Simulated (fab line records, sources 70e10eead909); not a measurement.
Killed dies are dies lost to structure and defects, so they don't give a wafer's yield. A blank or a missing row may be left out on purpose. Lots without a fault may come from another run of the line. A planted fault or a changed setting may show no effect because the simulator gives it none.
fab line records | flow nand_harc
record lots=7 wafers=21 last_day=33
route steps=1302 shown P_STI@86 END@1302
lots that met no fault: from a run of the same line without faults
start_h: hours from the record's first day to the start of the lot's first wafer shown | wait_h: hours since the lot's step before | " the same as in the row above | L1.1+2: a row that stands for several wafers | - no value, or no start given | * or withheld: withheld | < > ~ a bound
route shown NAME@n: a module of which the file shows steps, and the number in the route of the first | usual: mean/standard deviation of fault-free wafers | same: alike in all rows | chamber/n: place in a boat | sites: the reading at each site | _std_site: their standard deviation | _edge_site: outer sites' mean less inner sites' | radius_mm: how far each site lies from the wafer's centre | mask NAME#n: copy n | behind: the tool/chamber that last shaped the wafer | hold: why the lot was held/for how many hours/how that ended | device: the transistor (n, p or np) that didn't switch | end of line: the same wafers' tests at the end of the route | a step without rows: its recipe alone | killed: dies lost to structure and defects at the first sort, not the wafer's yield | map: a wafer's dies, x killed, . not, _ none there
set.NAME: the setting as run; set.NAME@STEP: as run at that earlier step | model.NAME: the simulator's own value behind a step, which no gauge read
lots at some steps of the route; a table a step, a row a wafer
services: from which hour (start_h, from the record's first day; less than 0 if before it) a tool's chamber was out of use, for how many hours, and why
## steps
# step NHARC_P_STI_HARDBAKE_13
# recipe temp_c=118 time_s=65
# step NHARC_P_STI_DESCUM_14
# recipe time_s=3 o2_flow_sccm=200 ar_flow_sccm=0 bias_power_w=0 chemistry=O2
# usual drypump_motor_current_A=5.7/0.36 oes_product_au=1.003/0.0074 rf_vpp_V=57.6/0.8 showerhead_plenum_p_Torr=1.90/0.066 throttle_valve_pct=11.312/0.0087
# same time_s=3
# columns lot.wafer tool chamber start_h wait_h drypump_motor_current_A oes_product_au rf_hours_counter_h rf_vpp_V showerhead_plenum_p_Torr throttle_valve_pct
L550.3 rie_diel-04 3 73.65 - 5.3 1.019 7 57.1 1.99 11.311
L550.5 " 3 " " 5.3 1.013 - 56.9 1.99 11.302
L550.6 " 0 " " 5.9 1.004 - 57.9 1.87 11.308
L551.3 rie_diel-10 0 85.02 - 6.0 1.009 1 57.0 1.89 11.315
L551.2 " 2 " " 5.1 1.005 1 57.2 1.90 11.311
L551.5 " 3 " " 6.2 0.995 - 58.0 1.86 11.317
L552.3 rie_diel-04 3 95.92 - 5.3 1.020 9 58.4 1.99 11.317
L552.4 " 0 " " 5.9 0.993 - 58.5 1.87 11.322
L552.5 " 3 " " 5.3 1.000 - 58.5 1.99 11.305
L557.3 rie_diel-04 2 149.72 - 5.6 1.001 10 57.7 1.93 11.301
L557.4 " 1 " " 5.4 1.000 - 58.0 1.83 11.310
L557.5 " 2 " " 5.7 0.992 - 57.8 1.93 11.300
L564.2 rie_diel-04 2 214.72 - 5.6 1.007 2 58.3 1.93 11.303
L564.3 " 2 " " 5.6 1.002 - 57.0 1.93 11.323
L564.5 " 3 " " 5.3 1.008 - 59.0 1.98 11.321
L567.4 rie_diel-04 3 247.65 - 5.3 1.012 5 57.7 1.98 11.313
L567.1 " 0 " " 5.9 1.010 4 59.1 1.87 11.301
L567.2 " 1 " " 5.4 0.990 3 57.0 1.83 11.308
L569.1 rie_diel-13 0 264.60 - 6.0 1.015 5 57.7 2.06 11.312
L569.3 " 1 " " 5.6 1.003 6 56.4 2.00 11.309
L569.5 " 0 " " 6.0 1.010 - 57.5 2.05 11.320
# step NHARC_P_STI_ETCH_42
# recipe target_depth_a=800 overetch_a=240 time_s=61 ion_energy_ev=200 n2_flow_sccm=150 h2_flow_sccm=150 ar_flow_sccm=0 rf_w=400 bias_w=150 chemistry=N2/H2
# usual drypump_motor_current_A=5.7/0.34 oes_product_au=1.002/0.008 rf_vpp_V=430.1/2.1 showerhead_plenum_p_Torr=2.03/0.071 throttle_valve_pct=14.171/0.0089
# same time_s=61
# columns lot.wafer tool chamber start_h wait_h drypump_motor_current_A oes_product_au rf_hours_counter_h rf_vpp_V showerhead_plenum_p_Torr throttle_valve_pct
L550.3 rie_diel-04 3 73.77 0.1 5.3 1.009 7 432.1 2.12 14.176
L550.5 " 0 " " 5.9 1.006 - 428.8 1.99 14.163
L550.6 " 3 " " 5.3 1.010 - 432.9 2.12 14.171
L551.3 rie_diel-10 3 85.11 0.1 6.3 0.992 1 428.8 1.98 14.178
L551.2 " 0 " " 6.1 1.002 1 431.6 2.01 14.186
L551.5 " 1 " " 5.6 0.991 - 429.3 1.97 14.176
L552.3 rie_diel-04 1 96.02 0.1 5.4 1.009 9 427.3 1.95 14.180
L552.4 " 3 " " 5.3 1.013 - 433.9 2.12 14.173
L552.5 " 0 " " 5.9 1.009 - 429.5 1.99 14.168
L557.3 rie_diel-04 2 149.81 0.1 5.7 1.002 10 432.4 2.06 14.172
L557.5 " 0 " " 5.9 1.005 - 427.7 1.99 14.163
L557.4 " 1 " " 5.4 1.011 - 429.0 1.95 14.171
L564.2 rie_diel-04 3 214.85 0.1 5.3 0.993 2 432.8 2.12 14.163
L564.3 " 3 " " 5.4 0.990 - 433.5 2.12 14.156
L564.5 " 2 " " 5.7 0.990 - 432.4 2.06 14.175
L567.2 rie_diel-04 1 247.73 0.1 5.4 1.002 3 427.4 1.94 14.183
L567.1 " 2 " " 5.6 0.990 5 431.1 2.06 14.179
L567.4 " 3 " " 5.3 1.000 5 432.7 2.12 14.168
L569.3 rie_diel-13 3 264.71 0.1 6.1 1.001 5 431.0 2.03 14.182
L569.1 " 0 " " 6.0 1.008 5 435.6 2.19 14.169
L569.5 " 1 " " 5.6 1.010 - 432.8 2.14 14.174
# step NHARC_P_STI_ETCH_31
# recipe target_depth_a=1089 time_s=54.5 cf4_flow_sccm=100 chf3_flow_sccm=30 ar_flow_sccm=0 rf_w=500 bias_w=200 chemistry=CF4/CHF3
# usual drypump_motor_current_A=5.7/0.35 oes_product_au=0.962/0.017 rf_vpp_V=370.4/1.8 showerhead_plenum_p_Torr=1.57/0.051 throttle_valve_pct=16.803/0.0087
# same time_s=54.5
# columns lot.wafer tool chamber start_h wait_h drypump_motor_current_A oes_product_au rf_hours_counter_h rf_vpp_V showerhead_plenum_p_Torr throttle_valve_pct
L550.3 rie_diel-04 0 - - 5.9 0.962 7 369.7 1.54 16.798
L550.6 " 3 " " 5.3 0.971 - 371.9 1.63 16.811
L550.5 " 1 " " 5.4 0.956 - 367.2 1.51 16.793
L551.2 rie_diel-10 2 - - 5.1 0.980 1 370.5 1.56 16.802
L551.3 " 3 " " 6.2 0.949 1 370.5 1.53 16.802
L551.5 " 2 " " 5.1 0.982 - 370.9 1.56 16.798
L552.3 rie_diel-04 0 - - 5.9 0.949 9 368.9 1.54 16.794
L552.4 " 3 " " 5.3 0.964 - 371.9 1.63 16.815
L552.5 " 1 " " 5.4 0.942 - 370.1 1.51 16.798
L557.3 rie_diel-04 2 - - 5.7 0.952 10 371.7 1.59 16.790
L557.4 " 1 " " 5.4 0.955 - 368.3 1.51 16.799
L557.5 " 2 " " 5.7 0.950 - 370.4 1.59 16.820
L564.2 rie_diel-04 3 - - 5.3 0.956 2 373.2 1.63 16.801
L564.3 " 3 " " 5.3 0.931 - 374.5 1.63 16.796
L564.5 " 2 " " 5.7 0.945 - 369.9 1.59 16.813
L567.1 rie_diel-04 3 - - 5.3 0.957 5 372.4 1.63 16.799
L567.2 " 1 " " 5.4 0.983 3 368.0 1.51 16.818
L567.4 " 2 " " 5.6 0.957 5 370.7 1.59 16.789
L569.3 rie_diel-13 0 - - 6.0 0.971 5 372.5 1.68 16.813
L569.1 " 1 " " 5.6 0.977 6 372.9 1.64 16.816
L569.5 " 3 " " 6.1 0.977 - 369.6 1.57 16.803
# step NHARC_P_STI_ETCH_15
# recipe target_depth_a=3000 taper_deg=4 time_s=100.1 hbr_flow_sccm=150 cl2_flow_sccm=50 rf_w=400 icp_w=400 bias_w=100 chemistry=HBr/Cl2
# usual drypump_motor_current_A=5.70/0.21 oes_product_au=1.000/0.0069 throttle_valve_pct=26.407/0.0088
# same time_s=100.1
# columns lot.wafer tool chamber start_h wait_h drypump_motor_current_A oes_product_au rf_hours_counter_h throttle_valve_pct
L550.3 rie_si-05 0 73.98 - 5.85 0.994 0.7 26.416
L550.6 " 3 " " 5.70 0.990 - 26.390
L550.5 " 0 " " 5.88 0.993 - 26.401
L551.2 rie_si-06 1 85.29 - 5.82 1.008 0.0 26.410
L551.3 " 2 " " 5.63 1.001 0.0 26.394
L551.5 " 2 " " 5.60 1.001 - 26.407
L552.3 rie_si-05 3 96.21 - 5.68 0.999 0.9 26.401
L552.4 " 1 " " 5.87 0.993 0.8 26.403
L552.5 " 0 " " 5.89 0.999 - 26.417
L557.3 rie_si-03 2 150.02 - 6.08 0.992 0.6 26.404
L557.4 " 0 " " 5.69 1.003 0.5 26.419
L557.5 " 3 " " 6.13 0.987 - 26.399
L564.2 rie_si-05 2 215.13 - 5.53 1.012 0.5 26.408
L564.3 " 0 " " 5.91 0.994 0.5 26.413
L564.5 " 1 " " 5.87 1.001 - 26.396
L567.4 rie_si-05 1 247.92 - 5.93 1.007 0.9 26.416
L567.2 " 3 " " 5.68 0.985 0.8 26.412
L567.1 " 0 " " 5.86 0.992 0.8 26.421
L569.3 rie_si-05 2 264.94 - 5.50 0.997 1.0 26.411
L569.1 " 0 " " 5.91 0.993 0.9 26.399
L569.5 " 2 " " 5.52 1.001 - 26.412
# step NHARC_P_STI_CD_MEAS_16
# usual cd_nm=199.2/1.8
# columns lot.wafer tool chamber start_h wait_h cd_nm
L550.3 cd_sem-03 - 74.13 - 198.2
L550.5 " - " " 195.3
L550.6 " - " " 197.5
L551.2 cd_sem-03 - 85.45 - 199.6
L551.3 " - " " 198.6
L551.5 " - " " 199.2
L552.3 cd_sem-02 - 96.38 - 200.9
L552.4 " - " " 203.1
L552.5 " - " " 201.0
L557.3 cd_sem-02 - 150.19 - 199.4
L557.4 " - " " 198.0
L557.5 " - " " 198.8
L564.2 cd_sem-03 - 215.29 - 200.1
L564.3 " - " " 197.6
L564.5 " - " " 199.6
L567.1 cd_sem-03 - 248.08 - 200.0
L567.2 " - " " 202.1
L567.4 " - " " 202.7
L569.1 cd_sem-02 - 265.11 - 201.1
L569.3 " - " " 199.8
L569.5 " - " " 202.1
# step NHARC_P_STI_OCD_MEAS_17
# usual trench_depth_nm=300.3/2.8 trench_foot_cd_nm=157.8/1.8
# columns lot.wafer tool chamber start_h wait_h trench_depth_nm trench_foot_cd_nm
L550.3 ocd-02 - 74.22 0.1 299.2 156.8
L550.5 " - " " 298.3 154.6
L550.6 " - " " 293.4 157.7
L551.2 ocd-01 - 85.54 0.1 303.8 157.3
L551.3 " - " " 302.4 156.5
L551.5 " - " " 303.4 157.5
L552.3 ocd-01 - 96.47 0.1 295.4 160.2
L552.4 " - " " 298.5 162.6
L552.5 " - " " 299.0 159.9
L557.3 ocd-02 - 150.27 0.1 298.8 157.8
L557.4 " - " " 299.5 156.6
L557.5 " - " " 298.3 157.5
L564.2 ocd-02 - 215.38 0.1 302.5 158.4
L564.3 " - " " 300.1 156.6
L564.5 " - " " 298.7 158.9
L567.1 ocd-01 - 248.16 0.1 297.4 158.7
L567.2 " - " " 293.6 160.9
L567.4 " - " " 299.4 161.0
L569.1 ocd-01 - 265.19 0.1 297.0 159.5
L569.3 " - " " 298.9 158.6
L569.5 " - " " 296.8 160.5
# step NHARC_P_STI_STRIP_19
# recipe time_s=900 temp_c=130 chemistry=SPM
# step NHARC_P_STI_PRECLEAN_32
# recipe time_s=* temp_c=50 bath_age_min=0 chemistry=SC1
# step NHARC_P_STI_SRD_23
# step NHARC_P_STI_OCD_MEAS_43
# usual trench_depth_nm=300.3/2.8 trench_foot_cd_nm=157.8/1.8
# columns lot.wafer tool chamber start_h wait_h trench_depth_nm trench_foot_cd_nm
L550.3 ocd-01 - 74.72 - 299.3 157.0
L550.5 " - " " 298.6 154.6
L550.6 " - " " 293.8 157.4
L551.2 ocd-02 - 86.05 - 304.0 157.7
L551.3 " - " " 303.1 156.6
L551.5 " - " " 303.6 157.7
L552.3 ocd-02 - 96.97 - 295.7 160.3
L552.4 " - " " 298.3 162.1
L552.5 " - " " 298.7 160.2
L557.3 ocd-01 - 150.78 - 299.2 158.0
L557.4 " - " " 299.4 156.8
L557.5 " - " " 297.5 157.4
L564.2 ocd-01 - 215.89 - 302.3 157.8
L564.3 " - " " 300.4 156.9
L564.5 " - " " 298.7 158.3
L567.1 ocd-02 - 248.67 - 297.6 159.1
L567.2 " - " " 292.9 161.1
L567.4 " - " " 300.0 161.3
L569.1 ocd-02 - 265.70 - 296.8 159.6
L569.3 " - " " 298.7 158.5
L569.5 " - " " 296.5 159.8
# step NHARC_P_STI_OXIDE_33
# recipe target_thk_a=100 temp_c=1000 ox_time_s=281 material=SiO2
# step NHARC_P_STI_HDPCVD_20
# recipe target_thk_a=withheld sigma_open_frac=withheld material=SiO2
# columns lot.wafer tool chamber start_h wait_h
L550.3+5+6 hdpcvd-01 1,1,0 84.72 0.6
L551.2+3+5 hdpcvd-01 1,0,1 94.53 0.5
L552.4+3+5 hdpcvd-01 1,0,0 105.43 0.5
L557.4+3+5 hdpcvd-01 1,0,0 159.40 0.5
L557.4+3+5 hdpcvd-01 1,0,0 160.43 1.0
L564.2+3+5 hdpcvd-01 0,1,0 224.43 0.5
L564.2+3+5 hdpcvd-01 0,1,0 225.46 1.0
L567.2+1+4 hdpcvd-01 0,1,1 257.01 0.4
L567.2+1+4 hdpcvd-01 0,1,1 258.05 1.0
L569.1+3+5 hdpcvd-01 1,0,0 273.61 0.5
# step NHARC_P_STI_ANNEAL_34
# recipe temp_c=1000 time_s=1800
# step NHARC_END_SORT_01
# recipe temp_c=25
# usual killed_at_array=51/16 killed_at_other=0.6/0.88 killed_at_periphery=4.0/2.6 killed_dies=55/16 killed_open=3.5/1.9 killed_short=2.3/1.6
# same gross_dies=677
# columns lot.wafer tool chamber start_h wait_h killed_at_array killed_at_other killed_at_periphery killed_dies killed_open killed_short
L552.3 prober-02 0 611.79 3.1 59 1 5 65 2 2
L552.4 prober-02 0 612.60 3.4 52 0 7 59 2 0
L552.5 prober-02 0 613.40 3.7 66 1 9 76 7 2
L564.2 prober-02 0 724.04 2.8 26 1 0 27 1 3
L564.3 prober-02 0 724.85 3.1 24 1 2 27 3 1
L564.5 prober-02 0 726.45 3.7 29 3 1 33 2 3
L567.1 prober-02 0 764.97 2.5 67 0 3 70 5 7
L567.2 prober-02 0 765.77 2.8 57 0 4 61 3 0
L567.4 prober-02 0 767.37 3.4 65 1 7 73 4 2
# killed by level:class
L552.3 A_CHANNEL_HOLE_D2:chamber_film_flake=29 A_SLIT:chamber_film_flake=23 P_M1:chamber_film_flake=3 A_CHANNEL_HOLE_D1:chamber_film_flake=2 A_CONTACT:chamber_film_flake=2 P_GATE:geometric_particle:open=1 A_DECK1_JOINT:geometric_particle:short=1 A_ONON_D2:geometric_particle:short=1
L552.4 A_SLIT:chamber_film_flake=24 A_CHANNEL_HOLE_D2:chamber_film_flake=19 P_M1:chamber_film_flake=4 A_CONTACT:chamber_film_flake=4 A_BONDPAD:chamber_film_flake=2 P_GATE:geometric_particle:open=1 A_CHANNEL_FILL_D2:geometric_particle:open=1 P_ZERO_WELL:chamber_film_flake=1
L552.5 A_CHANNEL_HOLE_D2:chamber_film_flake=29 A_SLIT:chamber_film_flake=20 P_M1:chamber_film_flake=5 A_CONTACT:chamber_film_flake=5 A_BONDPAD:chamber_film_flake=5 P_GATE:geometric_particle:open=2 P_M0:geometric_particle:open=1 A_ONON_D1:geometric_particle:short=1
L564.2 A_CHANNEL_HOLE_D1:chamber_film_flake=12 A_CONTACT:chamber_film_flake=6 A_STAIRCASE:chamber_film_flake=2 A_CHANNEL_HOLE_D1:geometric_particle:short=1 A_WL_FILL:geometric_particle:short=1 A_M0:geometric_particle:short=1 STARTING-WAFER:geometric_particle:open=1 A_CHANNEL_FILL_D1:chamber_film_flake=1
L564.3 A_CHANNEL_HOLE_D1:chamber_film_flake=11 A_SLIT:chamber_film_flake=5 P_STI:chamber_film_flake=2 A_ONON_D1:geometric_particle:open=1 A_DECK1_JOINT:geometric_particle:short=1 A_DECK1_JOINT:geometric_particle:open=1 A_WL_FILL:geometric_particle:open=1 A_ZERO_WELL:chamber_film_flake=1
L564.5 A_CHANNEL_HOLE_D1:chamber_film_flake=11 A_SLIT:chamber_film_flake=8 THIN_TSV:chamber_film_flake=3 A_CONTACT:chamber_film_flake=2 A_ONON_D1:geometric_particle:open=1 A_CHANNEL_FILL_D1:geometric_particle:short=1 A_CHANNEL_FILL_D1:geometric_particle:open=1 A_WL_FILL:geometric_particle:short=1
L567.1 A_CHANNEL_HOLE_D2:chamber_film_flake=16 A_CHANNEL_HOLE_D1:chamber_film_flake=12 A_CONTACT:chamber_film_flake=10 A_STAIRCASE:chamber_film_flake=7 A_SLIT:chamber_film_flake=5 A_ONON_D1:geometric_particle:short=3 A_BLC:chamber_film_flake=3 A_ONON_D2:geometric_particle:short=2
L567.2 A_CHANNEL_HOLE_D2:chamber_film_flake=19 A_CHANNEL_HOLE_D1:chamber_film_flake=12 A_CONTACT:chamber_film_flake=8 A_STAIRCASE:chamber_film_flake=5 A_SLIT:chamber_film_flake=5 P_CONTACT:chamber_film_flake=3 A_BLC:chamber_film_flake=3 A_CHANNEL_FILL_D1:geometric_particle:open=1
L567.4 A_CHANNEL_HOLE_D2:chamber_film_flake=23 A_SLIT:chamber_film_flake=10 A_CHANNEL_HOLE_D1:chamber_film_flake=9 A_STAIRCASE:chamber_film_flake=9 A_CONTACT:chamber_film_flake=8 P_GATE:chamber_film_flake=2 P_BONDPAD:chamber_film_flake=2 A_BLC:chamber_film_flake=2
## services
# columns tool chamber start_h hours kind
rie_diel-04 2 53.99 19.9 repair
rie_diel-10 - 65.50 9.0 pm
rie_diel-13 0 91.10 8.8 repair
rie_diel-04 2 91.81 4.7 repair
rie_si-05 3 117.00 7.0 repair
rie_diel-13 0 122.67 8.0 repair
rie_si-05 - 128.00 9.0 pm
rie_diel-04 - 129.06 0.9 repair
rie_si-05 0 141.16 6.1 repair
rie_diel-04 0 144.04 2.7 repair
rie_diel-04 3 146.45 7.3 repair
rie_diel-13 - 162.07 0.6 repair
rie_diel-13 - 165.00 9.0 pm
rie_diel-04 - 178.27 9.0 pm
hdpcvd-01 - 185.00 13.0 pm
rie_diel-13 2 202.62 4.1 repair
rie_diel-10 0 206.57 8.4 repair
rie_diel-04 0 211.86 3.5 repair
rie_diel-13 3 212.79 2.7 repair
rie_diel-04 1 213.69 22.4 repair
rie_diel-10 - 215.92 0.5 repair
rie_diel-10 - 242.50 9.0 pm
rie_diel-13 2 246.96 23.0 repair
rie_si-05 3 262.52 15.6 repair
## key
first_sign step=NHARC_P_STI_HDPCVD_20 reading=visit direction=added
effect none on later readings
met_at NHARC_P_STI_HDPCVD_20
struck_wafers L557.3,L557.4,L557.5,L564.2,L564.3,L564.5,L567.1,L567.2,L567.4
tester_left_out L557,L564,L567
fault kind=repeated_step_whole tool=hdpcvd-01 chamber=- onset_h=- steps=NHARC_P_STI_HDPCVD_20 times=1 scope=struck_lots_only
# tester_left_out: of these lots the tester's yield and bins aren't shown, on N5 and GAA mostly nor the transistor test; their killed dies are dies lost to structure and defects alone, not to doping, threshold or leakage, so they don't give the yield
